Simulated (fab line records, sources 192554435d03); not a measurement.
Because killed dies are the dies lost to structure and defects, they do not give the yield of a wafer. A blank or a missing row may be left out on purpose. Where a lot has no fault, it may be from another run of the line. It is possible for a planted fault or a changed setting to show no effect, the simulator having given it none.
fab line records	flow n5-finfet	part 2 of 2: steps 6 to 6 of 6
record lots=11	wafers=30	last-day=19
route steps=1938 shown HKMG_FIN@413 BEOL_M4@1111 PASSIVATION@1936
lots untouched by any fault: they come from a run of this same line in which no faults occurred
start-h: hours from the record's first day to the start of the lot's first wafer shown	wait-h: hours since the lot's step before	" as in the row above	L1.1+2: one row covering several wafers at once	- no value, or no start given	* or withheld: withheld	< > ~ a bound
route shown NAME@n: a module of which the file shows steps, and the number in the route of the first	usual: the fault-free wafers' mean and standard deviation	same: alike in all rows	chamber/n: place in a boat	sites: each site's reading	_std_site: their standard deviation	_edge_site: inner sites' mean taken away from outer sites' mean	radius-mm: how far each site lies from the wafer's centre	mask NAME#n: copy n	behind: tool/chamber where the wafer was last shaped	hold: the reason the lot was held/the length of the hold in hours/how it ended	device: which transistor (n, p or np) failed to switch	end of line: the same wafers' tests at the end of the route	step lacking rows: just its recipe	killed: count of dies lost to structure and defects at first sort (not the wafer's yield)	map: per-die view of a wafer (x killed, . not killed, _ where there is no die)
set.NAME: the setting as run; set.NAME@STEP: as run at that earlier step	model.NAME: the simulator's own value behind a step, which no gauge read
steps of the route over a sample of lots; a table a step, a row a wafer
services: a tool's chamber out of use, with start hour (start-h, from the record's first day; less than 0 if before it), hours out, and reason
## steps
# step N5_PASSIVATION_PROBE_49
# usual defect-limited-yield=91.2/1.4	killed_at_M0_to_M3=34/9.3	killed_at_M4_up=14/5.9	killed-at-contacts=14/5.7	killed-at-front-end=38/10	killed-at-other=4/3.2	killed-dies=104/17	killed-on-rim=14/4	killed-open=67/13	killed-short=33/6.9	sort_bin_4_leakage=0/3.6	sort_bin_5_function=5.2/1	sort_bin_6_memory=3.3/0.61	sort_bin_8_speed=0.3/1.8	sort-n-pass=1069/52	sort-yield-pct=91/4.4
# same gross-dies=1180	killed-at-back-side=0
lot.wafer	tool	chamber	start-h	wait-h	defect-limited-yield[%]	killed_at_M0_to_M3	killed_at_M4_up	killed-at-contacts	killed-at-front-end	killed-at-other	killed-dies	killed-on-rim	killed-open	killed-short	sort_bin_4_leakage[%]	sort_bin_5_function[%]	sort_bin_6_memory[%]	sort_bin_8_speed[%]	sort-n-pass	sort-yield-pct[%]
L942.3	prober-01	-	292.20	0.1	90.8	37	13	15	32	12	109	14	66	34	0	5.8	3.1	0	1071	91
L942.4	prober-01	-	292.25	0.2	90.5	33	10	26	39	4	112	23	68	40	0	6.3	2.5	18.6	848	72
L943.1	prober-02	-	349.74	0.8	90.4	36	12	11	44	10	113	10	63	42	0	6.3	3.0	0	1067	90
L943.5	prober-02	-	349.94	1.0	93.0	30	12	3	36	2	83	12	51	27	0	3.7	3.0	0	1097	93
L943.6	prober-02	-	349.99	1.0	92.5	33	8	12	34	1	88	8	58	26	0	3.8	3.3	0	1092	93
L947.1	prober-02	-	354.79	0.0	92.5	20	10	13	44	1	88	17	59	26	0	4.1	2.8	0	1092	93
L947.3	prober-02	-	354.89	0.1	89.4	38	18	15	51	3	125	21	74	45	0	5.9	4.2	0	1055	89
L947.4	prober-02	-	354.94	0.2	91.6	35	9	13	35	7	99	14	64	28	0	5.0	3.2	0	1081	92
L948.1	prober-01	-	354.91	0.0	92.5	25	22	12	30	0	89	14	58	29	0	4.0	3.3	0	1091	92
L948.2	prober-01	-	354.96	0.1	91.4	35	16	13	37	1	102	15	66	33	0	4.4	3.7	0	1078	91
L948.4	prober-01	-	355.06	0.2	93.1	20	19	23	18	1	81	10	52	28	0	4.1	2.5	0	1099	93
L949.2	prober-01	-	372.00	0.1	91.4	35	8	5	50	4	102	12	65	34	0	4.7	3.7	0	1078	91
L949.5	prober-01	-	372.15	0.2	90.9	36	11	7	51	2	107	13	62	40	0	4.7	4.0	0	1073	91
L953.1	prober-01	-	380.70	0.0	87.3	39	14	57	38	2	150	30	79	31	3	9.0	3.4	4.2	945	80
L953.2	prober-01	-	380.75	0.1	89.0	40	14	17	45	14	130	26	84	34	0	7.9	3.1	0	1050	89
L953.4	prober-01	-	380.85	0.2	91.3	43	8	16	33	3	103	11	61	34	0	5.1	3.5	0	1077	91
L957.1	prober-02	-	428.36	0.0	85.9	26	15	13	106	6	166	37	74	43	13	5.8	3.9	0	861	73
L957.2	prober-02	-	428.41	0.1	88.9	31	13	9	77	1	131	19	96	34	0	7.2	3.7	0	1049	89
L957.4	prober-02	-	428.51	0.2	91.9	32	9	5	49	1	96	15	63	32	0	5.2	2.6	0	1084	92
L959.3	prober-01	-	431.67	0.1	90.6	42	19	22	25	3	111	19	63	29	0	5.8	3.3	0	1069	91
L959.4	prober-01	-	431.72	0.2	89.5	37	16	7	25	39	124	34	56	33	0	7.5	2.8	0	1056	89
L959.5	prober-01	-	431.77	0.2	86.5	33	16	6	77	27	159	53	64	22	0	6.1	3.3	0.2	1019	86
L962.1	prober-02	-	438.40	0.0	91.3	33	15	21	33	1	103	16	66	33	0	5.3	3.1	0	1077	91
L962.5	prober-02	-	438.60	0.2	93.0	28	8	12	32	3	83	12	59	19	0	3.9	2.8	0	1097	93
L962.6	prober-02	-	438.65	0.3	92.9	26	4	7	45	2	84	9	46	34	0	4.2	2.6	0	1096	93
L964.1	prober-01	-	461.54	0.7	89.5	45	15	9	47	8	124	25	65	44	0	6.3	3.6	0	1056	89
L964.4	prober-01	-	461.69	0.8	91.2	33	13	7	41	10	104	15	63	35	0	5.8	2.9	0	1076	91
L963.3	prober-01	-	461.94	0.9	93.9	23	21	14	12	2	72	12	53	17	0	3.6	2.2	0	1108	94
L963.5	prober-01	-	462.04	1.0	91.7	29	17	18	32	2	98	12	67	28	0	4.8	3.2	0	1082	92
L963.6	prober-01	-	462.09	1.0	93.0	26	14	9	31	3	83	10	56	27	0	4.2	2.7	0	1097	93
# killed by level:class
L942.3 MOL_CONTACT_COAG:geometric-particle:open=11 BEOL_M0_SAQP:geometric-particle:open=9 FIN_SAQP:geometric-particle:short=8 BEOL_M0_SAQP:geometric-particle:short=8 FIN_SAQP:geometric-particle:open=6 BEOL_M1:geometric-particle:open=5 DUMMY_GATE:geometric-particle:open=4 BEOL_M0:geometric-particle:open=4
L942.4 MOL_CONTACT_COAG:geometric-particle:open=22 BEOL_M2:geometric-particle:open=11 GATE_CUT:geometric-particle:short=9 FIN_SAQP:geometric-particle:open=5 FIN_SAQP:geometric-particle:short=5 GATE_CUT:geometric-particle:open=5 BEOL_M0_SAQP:geometric-particle:short=5 MOL_CONTACT_COAG:geometric-particle:short=4
L943.1 FIN_SAQP:geometric-particle:short=17 FIN_SAQP:geometric-particle:open=16 MOL_CONTACT_COAG:geometric-particle:open=9 BEOL_M2:geometric-particle:open=7 BEOL_M0_SAQP:geometric-particle:open=6 BEOL_M3:geometric-particle:open=6 PASSIVATION:area-etch=6 GATE_CUT:geometric-particle:short=4
L943.5 FIN_SAQP:geometric-particle:open=13 BEOL_M1:geometric-particle:open=7 FIN_SAQP:geometric-particle:short=6 BEOL_M0_SAQP:geometric-particle:short=6 BEOL_M3:geometric-particle:open=6 DUMMY_GATE:geometric-particle:open=3 BEOL_M0_SAQP:geometric-particle:open=3 BEOL_M1:geometric-particle:short=3
L943.6 FIN_SAQP:geometric-particle:open=16 MOL_CONTACT_COAG:geometric-particle:open=10 FIN_SAQP:geometric-particle:short=7 BEOL_M3:geometric-particle:open=7 BEOL_M1:geometric-particle:open=5 BEOL_M0_SAQP:geometric-particle:short=4 BEOL_M2:geometric-particle:open=4 BEOL_M1:geometric-particle:short=3
L947.1 FIN_SAQP:geometric-particle:short=12 FIN_SAQP:geometric-particle:open=8 STI_FIN_REVEAL:geometric-particle:open=8 MOL_CONTACT_COAG:geometric-particle:open=7 DUMMY_GATE:geometric-particle:open=6 MOL_CONTACT_COAG:geometric-particle:short=6 BEOL_M1:geometric-particle:open=5 BEOL_M4:geometric-particle:open=5
L947.3 FIN_SAQP:geometric-particle:short=19 FIN_SAQP:geometric-particle:open=12 MOL_CONTACT_COAG:geometric-particle:open=12 BEOL_M1:geometric-particle:open=11 STI_FIN_REVEAL:geometric-particle:open=8 BEOL_M0_SAQP:geometric-particle:short=6 DUMMY_GATE:geometric-particle:open=5 BEOL_M2:geometric-particle:open=4
L948.1 MOL_CONTACT_COAG:geometric-particle:open=10 BEOL_M4:geometric-particle:open=9 FIN_SAQP:geometric-particle:open=8 BEOL_M0_SAQP:geometric-particle:open=7 DUMMY_GATE:geometric-particle:open=5 BEOL_M0_SAQP:geometric-particle:short=5 STARTING-WAFER:geometric-particle:short=5 FIN_CUT:geometric-particle:open=3
L947.4 MOL_CONTACT_COAG:geometric-particle:open=12 STI_FIN_REVEAL:geometric-particle:open=9 FIN_SAQP:geometric-particle:open=7 BEOL_M1:geometric-particle:open=7 FIN_SAQP:geometric-particle:short=6 BEOL_M3:geometric-particle:short=5 BEOL_M3:geometric-particle:open=4 BEOL_M0_SAQP:geometric-particle:open=3
L948.2 MOL_CONTACT_COAG:geometric-particle:open=11 BEOL_M2:geometric-particle:open=10 BEOL_M1:geometric-particle:open=9 FIN_SAQP:geometric-particle:open=7 FIN_SAQP:geometric-particle:short=6 BEOL_M4:geometric-particle:open=5 STI_FIN_REVEAL:geometric-particle:open=4 BEOL_M0_SAQP:geometric-particle:short=4
L948.4 MOL_CONTACT_COAG:geometric-particle:open=22 BEOL_M0_SAQP:geometric-particle:short=10 BEOL_M4:geometric-particle:open=7 BEOL_M4:geometric-particle:short=4 FIN_SAQP:geometric-particle:open=3 DUMMY_GATE:geometric-particle:open=3 STARTING-WAFER:geometric-particle:open=3 BEOL_M8:geometric-particle:open=3
L949.2 FIN_SAQP:geometric-particle:open=18 BEOL_M2:geometric-particle:open=11 FIN_SAQP:geometric-particle:short=7 DUMMY_GATE:geometric-particle:open=7 BEOL_M0_SAQP:geometric-particle:open=5 BEOL_M1:geometric-particle:open=5 BEOL_M0_SAQP:geometric-particle:short=4 GATE_CUT:geometric-particle:short=4
L949.5 BEOL_M0_SAQP:geometric-particle:open=12 FIN_SAQP:geometric-particle:short=10 FIN_SAQP:geometric-particle:open=9 DUMMY_GATE:geometric-particle:open=8 BEOL_M3:geometric-particle:open=6 STI_FIN_REVEAL:geometric-particle:open=5 GATE_CUT:geometric-particle:short=5 MOL_CONTACT_COAG:geometric-particle:open=5
L953.1 MOL_CONTACT_COAG:area-etch=34 MOL_CONTACT_COAG:geometric-particle:open=17 FIN_SAQP:geometric-particle:open=12 BEOL_M0_SAQP:geometric-particle:open=11 BEOL_M0_SAQP:geometric-particle:short=7 BEOL_M3:geometric-particle:open=6 MOL_CONTACT_COAG:geometric-particle:short=5 BEOL_M2:geometric-particle:open=5
L953.2 MOL_CONTACT_COAG:geometric-particle:open=14 FIN_SAQP:geometric-particle:open=12 BEOL_M1:geometric-particle:open=12 STI_FIN_REVEAL:geometric-particle:open=10 PASSIVATION:area-etch=9 BEOL_M3:geometric-particle:open=8 GATE_CUT:geometric-particle:short=6 BEOL_M0_SAQP:geometric-particle:short=6
L953.4 MOL_CONTACT_COAG:geometric-particle:open=12 FIN_SAQP:geometric-particle:short=9 BEOL_M0_SAQP:geometric-particle:short=8 BEOL_M0_SAQP:geometric-particle:open=7 BEOL_M1:geometric-particle:open=7 BEOL_M3:geometric-particle:open=7 FIN_SAQP:geometric-particle:open=6 BEOL_M2:geometric-particle:open=6
L957.1 HKMG_FIN:area-ald=48 STI_FIN_REVEAL:geometric-particle:open=20 MOL_CONTACT_COAG:geometric-particle:open=10 FIN_SAQP:geometric-particle:short=9 BEOL_M2:geometric-particle:open=7 BEOL_M4:geometric-particle:open=7 FIN_SAQP:geometric-particle:open=6 BEOL_M2:geometric-particle:short=6
L957.2 STI_FIN_REVEAL:geometric-particle:open=49 STI_FIN_REVEAL:geometric-particle:short=11 MOL_CONTACT_COAG:geometric-particle:open=7 BEOL_M0_SAQP:geometric-particle:open=7 BEOL_M5:geometric-particle:open=7 BEOL_M2:geometric-particle:open=6 BEOL_M0_SAQP:geometric-particle:short=5 FIN_SAQP:geometric-particle:short=4
L957.4 STI_FIN_REVEAL:geometric-particle:open=16 FIN_SAQP:geometric-particle:open=8 BEOL_M0_SAQP:geometric-particle:short=7 BEOL_M0_SAQP:geometric-particle:open=7 STI_FIN_REVEAL:geometric-particle:short=5 GATE_CUT:geometric-particle:short=5 BEOL_M1:geometric-particle:open=4 FIN_SAQP:geometric-particle:short=3
L959.3 MOL_CONTACT_COAG:area-etch=18 BEOL_M1:geometric-particle:open=9 BEOL_M4:geometric-particle:open=9 BEOL_M2:geometric-particle:open=8 BEOL_M0_SAQP:geometric-particle:short=8 BEOL_M0_SAQP:geometric-particle:open=8 DUMMY_GATE:geometric-particle:open=5 BEOL_M7:geometric-particle:open=5
L959.4 PASSIVATION:area-etch=32 BEOL_M1:geometric-particle:open=9 BEOL_M0_SAQP:geometric-particle:short=7 BEOL_M4:geometric-particle:open=7 MOL_CONTACT_COAG:geometric-particle:open=5 BEOL_M0_SAQP:geometric-particle:open=5 STARTING-WAFER:geometric-particle:open=5 FIN_SAQP:geometric-particle:open=4
L959.5 HKMG_FIN:area-ald=46 PASSIVATION:area-etch=20 STI_FIN_REVEAL:geometric-particle:open=9 BEOL_M4:geometric-particle:open=8 BEOL_M2:geometric-particle:open=7 FIN_SAQP:geometric-particle:open=6 BEOL_M0:geometric-particle:open=6 MOL_CONTACT_COAG:geometric-particle:open=5
L962.1 MOL_CONTACT_COAG:geometric-particle:open=16 STI_FIN_REVEAL:geometric-particle:open=10 BEOL_M2:geometric-particle:open=10 BEOL_M4:geometric-particle:open=6 BEOL_M0_SAQP:geometric-particle:short=5 BEOL_M1:geometric-particle:open=5 BEOL_M2:geometric-particle:short=5 DUMMY_GATE:geometric-particle:open=4
L962.5 MOL_CONTACT_COAG:geometric-particle:open=12 STI_FIN_REVEAL:geometric-particle:open=9 BEOL_M3:geometric-particle:open=7 DUMMY_GATE:geometric-particle:open=6 BEOL_M0_SAQP:geometric-particle:short=6 BEOL_M0_SAQP:geometric-particle:open=5 BEOL_M2:geometric-particle:open=4 GATE_CUT:geometric-particle:short=3
L962.6 STI_FIN_REVEAL:geometric-particle:open=12 BEOL_M0_SAQP:geometric-particle:short=9 STI_FIN_REVEAL:geometric-particle:short=7 BEOL_M3:geometric-particle:open=6 GATE_CUT:geometric-particle:short=5 MOL_CONTACT_COAG:geometric-particle:open=5 BEOL_M0_SAQP:geometric-particle:open=5 DUMMY_GATE:geometric-particle:open=4
L964.1 BEOL_M3:geometric-particle:open=13 FIN_SAQP:geometric-particle:short=11 BEOL_M0_SAQP:geometric-particle:short=8 FIN_CUT:area-etch=8 BEOL_M1:geometric-particle:open=7 MOL_CONTACT_COAG:geometric-particle:open=6 BEOL_M4:geometric-particle:open=6 ILD0:geometric-particle:short=5
L964.4 FIN_SAQP:geometric-particle:short=12 FIN_SAQP:geometric-particle:open=11 BEOL_M2:geometric-particle:open=8 BEOL_M3:geometric-particle:open=6 BEOL_M0_SAQP:geometric-particle:short=4 MOL_CONTACT_COAG:geometric-particle:open=4 BEOL_M1:geometric-particle:open=4 STARTING-WAFER:geometric-particle:short=4
L963.3 MOL_CONTACT_COAG:geometric-particle:open=13 BEOL_M2:geometric-particle:open=10 BEOL_M4:geometric-particle:open=8 BEOL_M0_SAQP:geometric-particle:open=4 BEOL_M0_SAQP:geometric-particle:short=4 BEOL_M8:geometric-particle:open=3 BEOL_M6:geometric-particle:open=3 STI_FIN_REVEAL:geometric-particle:open=2
L963.5 MOL_CONTACT_COAG:geometric-particle:open=16 BEOL_M0_SAQP:geometric-particle:open=11 BEOL_M4:geometric-particle:open=9 BEOL_M0_SAQP:geometric-particle:short=8 STI_FIN_REVEAL:geometric-particle:open=7 STARTING-WAFER:geometric-particle:short=5 BEOL_M3:geometric-particle:open=3 BEOL_M5:geometric-particle:open=3
L963.6 BEOL_M0_SAQP:geometric-particle:open=8 BEOL_M2:geometric-particle:open=8 FIN_SAQP:geometric-particle:open=7 MOL_CONTACT_COAG:geometric-particle:open=6 BEOL_M4:geometric-particle:open=5 STI_FIN_REVEAL:geometric-particle:open=4 BEOL_M0_SAQP:geometric-particle:short=4 FIN_SAQP:geometric-particle:short=3
## services
tool	chamber	start-h	hours	kind
thermal-cvd-si-02	0	77.16	7.0	repair
ald-metal-01	3	91.74	2.4	repair
ald-metal-01	-	118.89	1.0	repair
thermal-cvd-si-02	-	123.60	1.0	repair
ald-metal-02	-	152.73	8.7	pm
thermal-cvd-si-01	2	165.97	21.6	repair
ald-metal-04	-	189.13	6.0	pm
ald-metal-01	-	209.19	8.7	pm
ald-metal-04	3	211.67	-	calibration
## key
first-sign step=N5_HKMG_FIN_ALD_91	reading=ald-cycles	direction=down	sigmas=99+	usual=*	struck=*
effect step=N5_BEOL_M4_RC_MEAS_101	reading=IOFF_N_LONG	direction=up	sigmas=13	usual=5.64e-05	struck=8.63e-05
effect step=N5_BEOL_M4_RC_MEAS_101	reading=VT_N_LONG	direction=down	sigmas=8.7	usual=274.4	struck=259.2
effect step=N5_BEOL_M4_RC_MEAS_101	reading=VT_N_LVT	direction=down	sigmas=3.9	usual=99	struck=84
effect step=N5_BEOL_M4_RC_MEAS_101	reading=VT_N	direction=down	sigmas=3.7	usual=250	struck=235
effect step=N5_BEOL_M4_RC_MEAS_101	reading=IOFF_N_LIN	direction=up	sigmas=3.4	usual=0.076	struck=0.129
effect step=N5_BEOL_M4_RC_MEAS_101	reading=IOFF_N	direction=up	sigmas=2.9	usual=0.17	struck=0.32	wafers-moved=2
effect step=N5_BEOL_M4_RC_MEAS_101	reading=IOFF_N_85C	direction=up	sigmas=2.8	usual=3.3	struck=5.5	wafers-moved=2
effect step=N5_PASSIVATION_PROBE_49	reading=killed-at-front-end	direction=up	sigmas=3.4	usual=38	struck=74	wafers-moved=2
more-kills-born-at N5_HKMG_FIN_ALD_91@ald-metal-01=94
met-at N5_HKMG_FIN_ALD_91
struck-lots L953,L957,L959
struck-wafers L953.1,L957.1,L959.5
baseline-loss step=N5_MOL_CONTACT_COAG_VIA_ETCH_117	wafers=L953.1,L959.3
baseline-loss step=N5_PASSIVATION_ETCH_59	wafers=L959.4
baseline-loss step=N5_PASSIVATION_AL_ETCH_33	wafers=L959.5
not-acting-at N5_HKMG_FIN_CVD_62,N5_HKMG_FIN_PWFM_ALD_03,N5_HKMG_FIN_ALD_71
onset-between 122.70 150.99
fault kind=process-parameter-drift	tool=ald-metal-01	chamber=-	onset-h=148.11	steps=N5_HKMG_FIN_ALD_91	channel=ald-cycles	offset=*	shape=step	end-h=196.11	scope=struck-wafers-only	acts-in=*	stated=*
# baseline-loss: these wafers lose ten dies or more at that step, a loss of the line's own and not of a fault; the sort's usual values leave them out
